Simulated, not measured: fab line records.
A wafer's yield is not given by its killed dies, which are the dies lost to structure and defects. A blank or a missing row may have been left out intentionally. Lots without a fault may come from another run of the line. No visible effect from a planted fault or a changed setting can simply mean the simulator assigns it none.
fab line records	flow n5_finfet	part 1 of 2: steps 1 to 4 of 6
record: lots: 24	wafers: 72	last_day: 17
route steps=1938 shown BEOL_M15@1786 MIM_TOP@1837
lots that met no fault: from a run of the same line without faults
start_h: the number of hours between the record's first day and the start of the first shown wafer of the lot	wait_h: hours from the lot's prior step to this one	" unchanged from the row above	L1.1+2: a row that stands for several wafers	- value missing, or start not given	* or withheld: withheld	< > ~ a bound
route shown NAME@n: NAME is a module with steps in the file, n the number in the route of the first one	usual: mean/standard deviation of fault-free wafers	same: alike in all rows	chamber/n: place in a boat	sites: the reading at each site	_std_site: the values' standard deviation	_edge_site: the outer-site mean with the inner-site mean subtracted	radius_mm: for every site, how far away it sits from the centre of the wafer	mask NAME#n: copy n	behind: the tool/chamber that last shaped the wafer	hold: what put the lot on hold/how long, in hours/how the hold closed	device: the transistor (n, p or np) that didn't switch	end of line: tests run on the same wafers once the route is complete	where a step has no rows: the recipe by itself	killed: the dies lost at the first sort to structure and to defects; this is not the yield of the wafer	map: dies across one wafer; x = killed, . = not, _ = none there
set.NAME: the setting that was run; set.NAME@STEP: the one run at that earlier step	model.NAME: the simulator's own value behind a step, which no gauge read
a sample of lots followed through the steps of the route, with each step as a table and each wafer as a row
services: the hour from which a tool's chamber was out of use, counted from the record's first day as start_h (under 0 if before that day), plus the number of hours and why
== steps ==
step: N5_BEOL_M15_DESCUM_15
recipe: chemistry: O2	time_s: 7.9	source_power_w: 50	bias_power_w: 20	pressure_mtorr: 20	rf_frequency_hz: 2.712e+07	temp_c: 40	o2_flow_sccm: 225
usual: drypump_motor_current_A: 5.9/0.38	oes_product_au: 0.80/0.1	rf_vpp_V: 243.2/1.6	showerhead_plenum_p_Torr: 2.09/0.087	throttle_valve_pct: 20.45/0.28
lot.wafer	tool	chamber	start_h	wait_h	drypump_motor_current_A	oes_product_au	rf_hours_counter_h	rf_vpp_V	showerhead_plenum_p_Torr	throttle_valve_pct
L075.2	rie_diel-01	1	263.22	0.0	6.1	0.70	237	242.1	2.05	20.68
L075.5	"	1	"	"	6.1	0.70	-	242.9	2.05	20.68
L075.6	"	0	"	"	6.2	0.70	-	241.6	1.98	20.62
L074.1	rie_diel-01	0	265.67	0.0	6.2	0.70	234	241.4	1.98	20.61
L074.2	"	1	"	"	6.1	0.69	238	242.3	2.05	20.68
L074.3	"	2	"	"	5.3	0.85	38	242.3	2.05	20.40
L077.3	rie_diel-05	1	268.86	0.0	6.0	0.73	193	241.7	2.07	20.23
L077.5	"	0	"	"	6.4	0.89	-	245.4	2.22	20.59
L077.6	"	3	"	"	6.1	0.66	-	244.7	2.16	20.67
L076.3	rie_diel-06	3	271.65	0.0	6.2	0.73	189	242.8	2.08	20.93
L076.4	"	3	"	"	6.2	0.72	-	242.5	2.08	20.91
L076.5	"	2	"	"	5.6	0.77	-	241.4	1.92	20.58
L080.2	rie_diel-05	0	284.76	0.1	6.4	0.89	25	245.4	2.22	20.60
L080.4	"	1	"	"	6.0	0.72	199	242.3	2.07	20.23
L080.6	"	1	"	"	6.0	0.72	-	244.0	2.07	20.24
L079.1	rie_diel-06	0	286.10	0.1	5.7	0.72	192	242.6	2.06	20.49
L079.3	"	2	"	"	5.7	0.77	167	241.5	1.92	20.59
L079.4	"	3	"	"	6.2	0.72	195	242.7	2.07	20.93
L078.2	rie_diel-01	0	288.46	0.0	6.2	0.70	242	241.7	1.97	20.63
L078.3	"	3	"	"	5.6	0.69	224	243.8	2.17	20.76
L078.4	"	2	"	"	5.2	0.86	39	241.8	2.05	20.40
L081.2	rie_diel-06	3	293.92	0.0	6.2	0.72	197	243.9	2.07	20.94
L081.5	"	1	"	"	5.2	0.94	-	241.9	2.06	19.89
L081.6	"	0	"	"	5.7	0.71	-	242.7	2.06	20.49
L082.1	rie_diel-01	2	301.36	0.0	5.2	0.85	43	241.9	2.05	20.40
L082.4	"	3	"	"	5.6	0.69	228	243.9	2.16	20.76
L082.5	"	1	"	"	6.1	0.69	-	241.2	2.05	20.69
L083.1	rie_diel-06	3	310.79	0.0	6.2	0.72	201	242.8	2.07	20.93
L083.4	"	0	"	"	5.7	0.71	199	243.0	2.06	20.49
L083.6	"	0	"	"	5.7	0.71	-	243.1	2.06	20.49
L084.1	rie_diel-06	0	319.47	0.0	5.7	0.72	201	242.7	2.06	20.51
L084.3	"	3	"	"	6.2	0.71	202	242.7	2.07	20.94
L084.4	"	2	"	"	5.7	0.75	175	241.5	1.91	20.59
L086.1	rie_diel-01	2	319.85	0.0	5.2	0.83	51	241.7	2.05	20.43
L086.2	"	3	"	"	5.6	0.68	235	243.4	2.16	20.79
L086.4	"	2	"	"	5.2	0.84	-	241.5	2.05	20.42
L085.3	rie_diel-06	3	322.55	0.0	6.2	0.72	203	243.1	2.07	20.94
L085.5	"	0	"	"	5.7	0.72	-	242.1	2.06	20.51
L085.6	"	3	"	"	6.2	0.71	-	243.0	2.07	20.95
L087.1	rie_diel-05	3	339.59	0.0	6.2	0.99	4	244.4	2.15	20.39
L087.3	"	0	"	"	6.4	0.85	44	246.0	2.21	20.64
L087.6	"	0	"	"	6.4	0.86	-	245.6	2.21	20.63
L090.3	rie_diel-05	3	347.93	0.0	6.1	0.98	7	243.3	2.15	20.40
L090.4	"	2	"	"	6.2	0.90	25	246.6	2.23	19.96
L090.6	"	2	"	"	6.2	0.91	-	244.4	2.23	19.98
L092.2	rie_diel-06	1	349.53	0.4	5.2	0.90	21	241.3	2.05	19.92
L092.3	"	0	"	"	5.7	0.70	210	243.6	2.05	20.52
L092.4	"	2	"	"	5.6	0.75	183	238.9	1.91	20.61
L088.1	rie_diel-01	1	349.54	0.4	6.1	0.95	9	242.5	2.05	20.33
L088.2	"	2	"	"	5.2	0.82	63	242.8	2.04	20.43
L088.4	"	2	"	"	5.2	0.82	-	241.9	2.04	20.43
L089.1	rie_diel-05	0	365.59	0.0	6.4	0.84	52	244.2	2.21	20.66
L089.2	"	1	"	"	6.0	0.70	225	243.7	2.06	20.28
L089.4	"	2	"	"	6.2	0.89	29	246.3	2.23	19.94
L091.2	rie_diel-05	1	372.84	0.0	6.0	0.69	227	242.1	2.06	20.29
L091.3	"	0	"	"	6.4	0.84	54	245.9	2.20	20.66
L091.5	"	1	"	"	6.0	0.69	-	242.6	2.06	20.29
L093.4	rie_diel-05	2	375.45	0.0	6.2	0.89	32	246.4	2.23	19.96
L093.5	"	2	"	"	6.2	0.90	-	245.6	2.23	19.97
L093.6	"	3	"	"	6.2	0.97	-	244.2	2.15	20.39
L094.1	rie_diel-01	0	384.69	0.0	6.2	0.93	10	246.2	2.23	20.14
L094.3	"	1	"	"	6.1	0.92	20	243.7	2.04	20.35
L094.5	"	0	"	"	6.2	0.92	-	246.3	2.23	20.14
L095.3	rie_diel-01	0	387.13	0.2	6.2	0.92	11	245.5	2.23	20.15
L095.4	"	1	"	"	6.1	0.90	21	244.4	2.04	20.34
L095.5	"	2	"	"	5.2	0.81	-	242.2	2.04	20.48
L096.3	rie_diel-05	2	396.22	0.0	6.2	0.88	38	243.5	2.23	19.99
L096.5	"	2	"	"	6.2	0.88	-	244.4	2.23	19.99
L096.6	"	1	"	"	6.1	0.69	-	243.0	2.06	20.30
L097.1	rie_diel-05	1	400.31	0.0	6.0	0.69	236	242.3	2.05	20.29
L097.3	"	2	"	"	6.2	0.88	40	245.6	2.23	19.99
L097.5	"	0	"	"	6.4	0.82	-	244.8	2.20	20.65
step: N5_BEOL_M15_ETCH_59
recipe: chemistry: N2/H2	target: BARC	target_depth_a: 890	overetch_a: 267	time_s: 67.9	ion_energy_ev: 200	pressure_mtorr: 30	source_w: 840	bias_w: 150	n2_flow_sccm: 200	h2_flow_sccm: 200
usual: drypump_motor_current_A: 5.9/0.38	oes_product_au: 0.68/0.082	rf_vpp_V: 524/3	showerhead_plenum_p_Torr: 2.54/0.1	throttle_valve_pct: 17.9/0.34
lot.wafer	tool	chamber	start_h	wait_h	drypump_motor_current_A	oes_product_au	rf_hours_counter_h	rf_vpp_V	showerhead_plenum_p_Torr	throttle_valve_pct
L075.2	rie_diel-01	1	263.25	0.0	6.1	0.61	237	524	2.49	18.1
L075.5	"	1	"	"	6.1	0.60	-	523	2.49	18.1
L075.6	"	0	"	"	6.2	0.60	-	522	2.40	18.1
L074.1	rie_diel-01	0	265.70	0.0	6.2	0.60	234	520	2.40	18.1
L074.2	"	1	"	"	6.1	0.60	238	523	2.49	18.1
L074.3	"	2	"	"	5.3	0.74	38	522	2.47	17.8
L077.3	rie_diel-05	1	268.89	0.0	6.1	0.62	193	521	2.52	17.7
L077.5	"	0	"	"	6.4	0.78	-	529	2.72	18.1
L077.6	"	3	"	"	6.2	0.58	-	526	2.62	18.2
L076.3	rie_diel-06	3	271.68	0.0	6.2	0.62	189	524	2.52	18.4
L076.4	"	3	"	"	6.2	0.62	-	525	2.52	18.4
L076.5	"	2	"	"	5.7	0.65	-	518	2.34	18.1
L080.2	rie_diel-05	0	284.80	0.0	6.4	0.76	25	530	2.72	18.1
L080.4	"	1	"	"	6.0	0.62	199	522	2.52	17.7
L080.6	"	1	"	"	6.1	0.62	-	522	2.52	17.7
L079.1	rie_diel-06	0	286.14	0.0	5.7	0.62	192	524	2.54	18.3
L079.3	"	2	"	"	5.6	0.65	167	519	2.34	18.1
L079.4	"	3	"	"	6.2	0.61	195	524	2.52	18.4
L078.2	rie_diel-01	0	288.50	0.0	6.2	0.59	242	520	2.40	18.2
L078.3	"	3	"	"	5.6	0.59	224	527	2.61	18.1
L078.4	"	2	"	"	5.2	0.73	39	522	2.47	17.8
L081.2	rie_diel-06	3	293.95	0.0	6.2	0.61	197	522	2.52	18.4
L081.5	"	1	"	"	5.2	0.78	-	522	2.49	17.3
L081.6	"	0	"	"	5.7	0.63	-	523	2.54	18.2
L082.1	rie_diel-01	2	301.40	0.0	5.2	0.74	43	523	2.47	17.8
L082.4	"	3	"	"	5.6	0.59	228	526	2.61	18.1
L082.5	"	1	"	"	6.1	0.59	-	523	2.49	18.1
L083.1	rie_diel-06	3	310.82	0.0	6.2	0.61	201	523	2.52	18.4
L083.4	"	0	"	"	5.7	0.62	199	523	2.53	18.2
L083.6	"	0	"	"	5.7	0.62	-	524	2.53	18.3
L084.1	rie_diel-06	0	319.50	0.0	5.7	0.61	201	524	2.53	18.3
L084.3	"	3	"	"	6.2	0.62	202	523	2.52	18.4
L084.4	"	2	"	"	5.6	0.64	175	518	2.34	18.1
L086.1	rie_diel-01	2	319.88	0.0	5.3	0.72	51	522	2.47	17.8
L086.2	"	3	"	"	5.6	0.58	235	525	2.60	18.1
L086.4	"	2	"	"	5.2	0.73	-	522	2.47	17.8
L085.3	rie_diel-06	3	322.58	0.0	6.2	0.60	203	522	2.52	18.4
L085.5	"	0	"	"	5.7	0.62	-	524	2.53	18.3
L085.6	"	3	"	"	6.2	0.60	-	522	2.52	18.4
L087.1	rie_diel-05	3	339.63	0.0	6.2	0.84	4	525	2.62	17.8
L087.3	"	0	"	"	6.4	0.73	44	527	2.71	18.1
L087.6	"	0	"	"	6.4	0.74	-	529	2.71	18.1
L090.3	rie_diel-05	3	347.96	0.0	6.2	0.83	7	525	2.62	17.8
L090.4	"	2	"	"	6.2	0.76	25	528	2.69	17.2
L090.6	"	2	"	"	6.2	0.76	-	527	2.69	17.2
L092.2	rie_diel-06	1	349.56	0.0	5.2	0.76	21	522	2.48	17.4
L092.3	"	0	"	"	5.7	0.61	210	524	2.53	18.3
L092.4	"	2	"	"	5.6	0.64	183	518	2.33	18.1
L088.1	rie_diel-01	1	349.57	0.0	6.1	0.80	9	522	2.48	17.7
L088.2	"	2	"	"	5.2	0.71	63	521	2.46	17.8
L088.4	"	2	"	"	5.2	0.71	-	522	2.46	17.8
L089.1	rie_diel-05	0	365.63	0.0	6.4	0.72	52	529	2.71	18.2
L089.2	"	1	"	"	6.0	0.60	225	525	2.51	17.8
L089.4	"	2	"	"	6.2	0.76	29	528	2.69	17.2
L091.2	rie_diel-05	1	372.87	0.0	6.1	0.60	227	523	2.50	17.8
L091.3	"	0	"	"	6.4	0.72	54	529	2.70	18.1
L091.5	"	1	"	"	6.0	0.59	-	522	2.50	17.8
L093.4	rie_diel-05	2	375.48	0.0	6.2	0.75	32	529	2.69	17.2
L093.5	"	2	"	"	6.2	0.75	-	529	2.69	17.2
L093.6	"	3	"	"	6.2	0.81	-	526	2.61	17.8
L094.1	rie_diel-01	0	384.73	0.0	6.2	0.78	10	530	2.71	17.6
L094.3	"	1	"	"	6.1	0.77	20	523	2.48	17.7
L094.5	"	0	"	"	6.2	0.79	-	529	2.71	17.7
L095.3	rie_diel-01	0	387.16	0.0	6.2	0.77	11	529	2.71	17.7
L095.4	"	1	"	"	6.1	0.76	21	523	2.48	17.7
L095.5	"	2	"	"	5.3	0.70	-	522	2.46	17.8
L096.3	rie_diel-05	2	396.25	0.0	6.2	0.74	38	529	2.69	17.2
L096.5	"	2	"	"	6.2	0.74	-	527	2.69	17.2
L096.6	"	1	"	"	6.1	0.59	-	524	2.50	17.8
L097.1	rie_diel-05	1	400.35	0.0	6.0	0.59	236	525	2.50	17.8
L097.3	"	2	"	"	6.2	0.74	40	529	2.69	17.2
L097.5	"	0	"	"	6.4	0.71	-	529	2.70	18.2
step: N5_BEOL_M15_ETCH_57
recipe: chemistry: N2/H2	target: SOC	source_w: 3000	bias_w: 350	time_s: 750	ion_energy_ev: 200	pressure_mtorr: 30	n2_flow_sccm: 200	h2_flow_sccm: 200
usual: drypump_motor_current_A: 5.9/0.39	oes_product_au: 0.80/0.1	rf_vpp_V: 524/3	showerhead_plenum_p_Torr: 2.54/0.11	throttle_valve_pct: 17.8/0.34
lot.wafer	tool	chamber	start_h	wait_h	drypump_motor_current_A	oes_product_au	rf_hours_counter_h	rf_vpp_V	showerhead_plenum_p_Torr	throttle_valve_pct
L075.2	rie_diel-06	0	263.82	-	5.6	0.73	184	523	2.54	18.1
L075.5	"	2	"	"	5.7	0.77	-	519	2.34	18.0
L075.6	"	3	"	"	6.2	0.72	-	524	2.52	18.3
L074.1	rie_diel-01	3	266.27	-	5.6	0.69	216	527	2.61	18.0
L074.2	"	1	"	"	6.1	0.69	238	524	2.49	18.0
L074.3	"	0	"	"	6.2	0.70	234	521	2.40	18.0
L077.3	rie_diel-06	0	269.56	-	5.7	0.73	186	523	2.54	18.1
L077.5	"	0	"	"	5.7	0.73	-	525	2.54	18.1
L077.6	"	3	"	"	6.2	0.72	-	524	2.52	18.3
L076.3	rie_diel-01	3	272.26	-	5.6	0.69	218	526	2.61	18.0
L076.4	"	1	"	"	6.1	0.69	-	522	2.49	18.0
L076.5	"	0	"	"	6.2	0.70	-	519	2.40	18.0
L080.2	rie_diel-05	1	285.36	-	6.0	0.71	199	524	2.52	17.6
L080.4	"	2	"	"	6.2	0.97	4	528	2.70	17.1
L080.6	"	0	"	"	6.4	0.89	-	529	2.72	18.0
L079.1	rie_diel-05	2	286.70	-	6.2	0.96	5	529	2.70	17.1
L079.3	"	0	"	"	6.4	0.88	26	530	2.72	18.0
L079.4	"	1	"	"	6.0	0.71	200	523	2.52	17.6
L078.2	rie_diel-01	0	289.06	-	6.2	0.69	242	520	2.40	18.0
L078.3	"	3	"	"	5.6	0.69	224	526	2.61	18.0
L078.4	"	1	"	"	6.1	0.69	245	523	2.49	18.0
L081.2	rie_diel-05	3	294.51	-	6.2	0.66	248	525	2.62	18.1
L081.5	"	3	"	"	6.2	0.66	-	525	2.62	18.1
L081.6	"	0	"	"	6.4	0.89	-	528	2.72	18.0
L082.1	rie_diel-05	0	302.07	-	6.4	0.88	32	527	2.71	18.0
L082.4	"	0	"	"	6.4	0.88	-	529	2.71	18.0
L082.5	"	2	"	"	6.2	0.95	-	528	2.70	17.1
L083.1	rie_diel-05	1	311.38	-	6.0	0.70	210	523	2.51	17.6
L083.4	"	0	"	"	6.4	0.87	-	527	2.71	18.0
L083.6	"	2	"	"	6.2	0.93	-	529	2.70	17.1
L084.1	rie_diel-05	0	320.07	-	6.5	0.86	39	528	2.71	18.0
L084.3	"	1	"	"	6.1	0.70	212	524	2.51	17.6
L084.4	"	0	"	"	6.5	0.86	-	527	2.71	18.0
L086.1	rie_diel-01	0	320.45	-	6.2	0.69	253	521	2.39	18.1
L086.2	"	2	"	"	5.3	0.84	51	523	2.47	17.7
L086.4	"	0	"	"	6.2	0.68	-	520	2.39	18.1
L085.3	rie_diel-06	1	323.16	-	5.2	0.91	13	523	2.49	17.2
L085.5	"	1	"	"	5.2	0.91	-	521	2.49	17.2
L085.6	"	0	"	"	5.7	0.71	-	522	2.53	18.2
L087.1	rie_diel-01	1	340.19	-	6.1	0.96	5	524	2.48	17.6
L087.3	"	3	"	"	5.6	0.68	244	526	2.60	18.0
L087.6	"	2	"	"	5.2	0.83	-	522	2.46	17.7
L090.3	rie_diel-05	3	348.52	-	6.2	0.98	8	525	2.62	17.7
L090.4	"	1	"	"	6.0	0.69	221	524	2.51	17.7
L090.6	"	0	"	"	6.4	0.86	-	528	2.71	18.0
L092.2	rie_diel-06	1	350.18	-	5.2	0.89	21	522	2.48	17.3
L092.3	"	3	"	"	6.2	0.70	211	523	2.51	18.3
L092.4	"	2	"	"	5.7	0.74	184	518	2.33	18.0
L088.1	rie_diel-01	2	350.19	-	5.2	0.82	64	521	2.46	17.7
L088.2	"	3	"	"	5.6	0.67	248	526	2.60	18.0
L088.4	"	3	"	"	5.6	0.67	-	525	2.60	18.0
L089.1	rie_diel-06	0	366.20	-	5.7	0.71	215	524	2.53	18.2
L089.2	"	1	"	"	5.2	0.87	26	522	2.48	17.2
L089.4	"	2	"	"	5.6	0.74	188	519	2.33	18.0
L091.2	rie_diel-01	1	373.44	-	6.1	0.92	16	523	2.48	17.6
L091.3	"	3	"	"	5.6	0.99	1	526	2.60	17.6
L091.5	"	0	"	"	6.2	0.94	-	528	2.71	17.5
L093.4	rie_diel-01	1	376.05	-	6.1	0.92	18	523	2.48	17.6
L093.5	"	1	"	"	6.1	0.91	-	522	2.48	17.6
L093.6	"	2	"	"	5.2	0.82	-	521	2.46	17.7
L094.1	rie_diel-06	2	385.36	-	5.6	0.74	192	518	2.33	18.0
L094.3	"	0	"	"	5.6	0.71	221	523	2.53	18.2
L094.5	"	1	"	"	5.2	0.87	-	522	2.48	17.3
L095.3	rie_diel-05	1	387.72	-	6.0	0.69	232	523	2.50	17.7
L095.4	"	0	"	"	6.4	0.83	59	528	2.70	18.1
L095.5	"	1	"	"	6.1	0.68	-	522	2.50	17.7
L096.3	rie_diel-06	3	396.88	-	6.2	0.69	224	523	2.51	18.3
L096.5	"	0	"	"	5.6	0.69	-	523	2.52	18.2
L096.6	"	1	"	"	5.2	0.85	-	523	2.48	17.3
L097.1	rie_diel-01	1	400.91	-	6.1	0.89	26	523	2.48	17.6
L097.3	"	2	"	"	5.2	0.81	81	522	2.46	17.7
L097.5	"	1	"	"	6.1	0.89	-	522	2.48	17.6
step: N5_BEOL_M15_INSPECT_30
recipe: mode: adi	inspect_instrument: macro
usual: raw_defect_count: 2.1/1.4
lot.wafer	tool	chamber	start_h	wait_h	raw_defect_count
L075.2	defect_inspect-01	-	264.64	0.0	4
L075.5	"	-	"	"	3
L075.6	"	-	"	"	3
L074.1	defect_inspect-02	-	267.09	0.0	2
L074.2	"	-	"	"	1
L074.3	"	-	"	"	4
L077.3	defect_inspect-01	-	270.51	0.0	2
L077.5	"	-	"	"	3
L077.6	"	-	"	"	2
L076.3	defect_inspect-02	-	273.08	0.0	1
L076.4	"	-	"	"	2
L076.5	"	-	"	"	4
L080.2	defect_inspect-01	-	286.31	0.0	2
L080.4	"	-	"	"	1
L080.6	"	-	"	"	2
L079.1	defect_inspect-02	-	287.65	0.0	3
L079.3	"	-	"	"	5
L079.4	"	-	"	"	1
L078.2	defect_inspect-01	-	290.01	0.0	3
L078.3	"	-	"	"	2
L078.4	"	-	"	"	1
L081.2	defect_inspect-02	-	295.34	0.0	2
L081.5	"	-	"	"	2
L081.6	"	-	"	"	3
L082.1	defect_inspect-02	-	302.91	0.0	1
L082.4	"	-	"	"	1
L082.5	"	-	"	"	4
L083.1	defect_inspect-02	-	312.34	0.0	2
L083.4	"	-	"	"	1
L083.6	"	-	"	"	0
L084.1	defect_inspect-02	-	320.89	0.0	1
L084.3	"	-	"	"	3
L084.4	"	-	"	"	1
L086.1	defect_inspect-02	-	321.27	0.0	3
L086.2	"	-	"	"	1
L086.4	"	-	"	"	2
L085.3	defect_inspect-02	-	324.11	0.0	0
L085.5	"	-	"	"	3
L085.6	"	-	"	"	4
L087.1	defect_inspect-01	-	341.02	0.0	3
L087.3	"	-	"	"	1
L087.6	"	-	"	"	0
L090.3	defect_inspect-01	-	349.52	0.0	1
L090.4	"	-	"	"	3
L090.6	"	-	"	"	3
L092.2	defect_inspect-01	-	351.01	0.0	3
L092.3	"	-	"	"	2
L092.4	"	-	"	"	1
L088.1	defect_inspect-02	-	351.17	0.0	3
L088.2	"	-	"	"	1
L088.4	"	-	"	"	0
L089.1	defect_inspect-02	-	367.02	0.0	2
L089.2	"	-	"	"	0
L089.4	"	-	"	"	1
L091.2	defect_inspect-02	-	374.26	0.0	2
L091.3	"	-	"	"	0
L091.5	"	-	"	"	2
L093.4	defect_inspect-02	-	377.00	0.0	1
L093.5	"	-	"	"	2
L093.6	"	-	"	"	1
L094.1	defect_inspect-01	-	386.19	0.0	2
L094.3	"	-	"	"	4
L094.5	"	-	"	"	5
L095.3	defect_inspect-02	-	388.55	0.0	3
L095.4	"	-	"	"	1
L095.5	"	-	"	"	4
L096.3	defect_inspect-01	-	397.83	0.0	2
L096.5	"	-	"	"	3
L096.6	"	-	"	"	3
L097.1	defect_inspect-02	-	401.86	0.0	7
L097.3	"	-	"	"	5
L097.5	"	-	"	"	1
